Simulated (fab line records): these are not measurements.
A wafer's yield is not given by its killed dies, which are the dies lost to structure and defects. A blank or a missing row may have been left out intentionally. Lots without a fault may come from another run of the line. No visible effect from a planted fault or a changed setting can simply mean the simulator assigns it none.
Chamber matching    flow n5-finfet    pecvd-02 running N5_BEOL_M6_DEP_56: 3 sister chambers
The step deposits SiCN from 3MS/NH3, target thk 10 nm, time 17.5 s. 3 wafers are shown with their chamber, then 7 later ones without.

== EACH WAFER AND ITS CHAMBER ==
wafer   chamber  throttle-valve-pct (%)
L208.3  1        9.2
L213.3  0        10.2
L213.4  2        8.6

== WAFERS WITH NO CHAMBER GIVEN ==
wafer   throttle-valve-pct (%)
L213.6  9.4
L215.1  9.7
L215.2  10.2
L215.4  9.5
L219.2  8.4
L219.4  10.3
L219.6  9.4

== WHICH CHAMBER EACH ONE RAN IN ==
wafer   from the rows above      in truth
L213.6  1                        1
L215.1  can't be placed: 0 or 1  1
L215.2  0                        0
L215.4  can't be placed: 1 or 0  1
L219.2  2                        2
L219.4  0                        0
L219.6  1                        1
5 of 7 placed correctly. From these rows, 2 cannot be placed; in 2 the true chamber is one of the candidates. Placed wrongly: 0.
How it was worked out, from the rows above alone: a wafer's distance from a chamber is the root of the sum, over the readings, of the square of ((its reading less the chamber's mean) divided by the reading's scatter). The wafer belongs to the nearest chamber; if the next one is less than 2 further off, it can't be placed. Each chamber's mean is taken over the wafers shown for it. The scatter: root of mean squared gap, hidden wafer to nearest shown wafer, with one shown wafer a chamber.
